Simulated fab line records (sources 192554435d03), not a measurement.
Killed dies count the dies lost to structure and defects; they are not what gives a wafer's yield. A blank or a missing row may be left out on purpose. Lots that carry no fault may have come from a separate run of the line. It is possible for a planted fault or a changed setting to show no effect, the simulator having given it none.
A struck lot beside a sound one -- flow n5 finfet -- 22 steps out of a route of 1938
Sound: the wafers L187.1, L187.2, L187.4. Struck: wafers L178.3, L178.4. The cause comes at the end.
Per side, at each step with rows, come the tool, then ch with its chambers, and then its first start. Under that, the readings that differ: sound wafers -- struck wafers -- difference of the means -- sigmas: that difference in standard deviations of wafers without a fault.
alike: readings with means less than 2 such deviations apart, plus words and numbers identical on both sides. not compared: withheld readings, readings lacking a value on some wafer, bounds such as >300 that could conceal the same value, and numbers that have no deviation in the record and whose values overlap.
Wherever a step has rows on one side only, a row that says differs or no value, or a row with sigmas, the two part there. Numbers that don't overlap but have no deviation are shown without sigmas and don't part them. Lack of a reading on every wafer of one side parts them only where that side has two or more wafers.

first, 4 steps without rows for these wafers: N5_DUMMY_REMOVAL_PRECLEAN_04 (cleans in DHF, time 37 s); N5_DUMMY_REMOVAL_SRD_05 (time 30 s); N5_HKMG_FIN_IL_REGROW_00 (material SiO2, chemistry O3, target thk 0.75 nm, time 30 s); N5_HKMG_FIN_HK_ALD_01 (deposits HfO2, target thk 1.6 nm, pulse time 3 s, purge time 3 s).
N5_HKMG_FIN_HK_ANNEAL_02: time 30 s.
  sound on rtp anneal-02 ch 0, day 8 22:29; struck on rtp anneal-01 ch 0, day 6 17:40
  alike: lamp power pct, lamp_zone_2_pct, lamp_zone_4_pct, lamp_zone_5_pct, wafer_temp_C_max
N5_HKMG_FIN_ALD_74: deposits La2O3, target thk 0.5 nm, pulse time 6 s, co reactant pulse time 1 s.
  sound on ald hk-02 ch 0,2,3, day 8 22:42; struck on ald hk-03 ch 0,2, day 6 17:49
reading,sound,struck,difference,sigmas
since wet clean h (h),1967 1967 1967,1018 1018,-949,
  alike: heater power w, precursor pulse height rel
N5_HKMG_FIN_ALD_75: deposits Al2O3, target thk 1 nm, co reactant pulse time 1 s.
  sound on ald hk-02 ch 0,2,3, day 8 22:46; struck on ald hk-03 ch 0,2, day 6 17:53
  alike: heater power w, precursor pulse height rel
then, 5 steps without rows for these wafers: N5_HKMG_FIN_COAT_41 (time 60 s, resist thk 300 nm); N5_HKMG_FIN_COAT_42 (time 60 s, resist thk 35 nm); N5_HKMG_FIN_COAT_43 (resist thk 90 nm); N5_HKMG_FIN_EBR_45; N5_HKMG_FIN_SOFTBAKE_44 (time 60 s).
N5_HKMG_FIN_EXPOSE_46: exposes mask NDIPOLE.
  sound on arfi scanner-03 ch 0, day 8 23:08; struck on arfi scanner-01 ch 0, day 6 18:07
  alike: mask, reticle temp C, stage vel mm s
then, 2 steps without rows for these wafers: N5_HKMG_FIN_PEB_47 (peb time 60 s); N5_HKMG_FIN_DEVELOP_48 (develop time 30 s).
N5_HKMG_FIN_CD_MEAS_49: target cd 202 nm.
  sound on cd sem-01 ch 0, day 8 23:16; struck on cd sem-02 ch 0, day 6 18:14
reading,sound,struck,difference,sigmas
cd nm (nm),202.1 202.2 202.5,215.0 215.9,+13.2,+20
N5_HKMG_FIN_OVL_MEAS_50:
  sound on overlay-02 ch 0, day 8 23:17; struck on overlay-01 ch 0, day 6 18:16
  alike: NDIPOLE_OVL
N5_HKMG_FIN_INSPECT_61: inspects for defects (macro).
  sound on defect inspect-02 at day 8 23:19; struck on defect inspect-01 at day 6 18:17
  alike: raw defect count
N5_HKMG_FIN_DESCUM_53: chemistry O2, time 7.9 s.
  sound on rie diel-02 ch 0,1,3, day 8 23:21; struck on rie diel-02 ch 1,3, day 6 18:19
  alike: bias power w, drypump motor current A, oes product au, rf vpp V, showerhead plenum p Torr, throttle valve pct
  not compared: rf hours counter h
N5_HKMG_FIN_ETCH_54: etches SiARC in CF4, target depth 45.5 nm, time 75.8 s.
  sound on rie diel-02 ch 0,1,3, day 8 23:23; struck on rie diel-02 ch 1,3, day 6 18:22
reading,sound,struck,difference,sigmas
model.HKMG_FIN.cd offset nm (nm),-0.2 0.2 0,12.6 13.2,+12.9,
  alike: drypump motor current A, etch rf on time s, oes product au, rf vpp V, showerhead plenum p Torr, throttle valve pct
  not compared: rf hours counter h
N5_HKMG_FIN_ETCH_55: etches SOC in N2/H2, target depth 240 nm, time 300 s.
  sound on rie diel-02 ch 0,1,3, day 8 23:26; struck on rie diel-02 ch 1,3, day 6 18:25
  alike: drypump motor current A, oes product au, rf vpp V, showerhead plenum p Torr, throttle valve pct
  not compared: rf hours counter h
-- the record jumps here: 9 days lie between the struck wafers' starts before and after (it left off in module HKMG_FIN and takes up again in module PASSIVATION, whose first step shown is number 1936 of the route) --
N5_PASSIVATION_PROBE_49:
  sound on prober-02 at day 18 21:29; struck on prober-02 at day 16 05:07
reading,sound,struck,difference,sigmas
killed at other,2 0 3,10 11,+9,+2
  alike: killed_at_M0_to_M3, killed_at_M4_up, killed at contacts, killed at front end, killed dies, killed open, killed short

## WHERE THEY PART
First at N5_HKMG_FIN_CD_MEAS_49; last, within this record, at N5_PASSIVATION_PROBE_49.

WHY: what had been put in by the simulator
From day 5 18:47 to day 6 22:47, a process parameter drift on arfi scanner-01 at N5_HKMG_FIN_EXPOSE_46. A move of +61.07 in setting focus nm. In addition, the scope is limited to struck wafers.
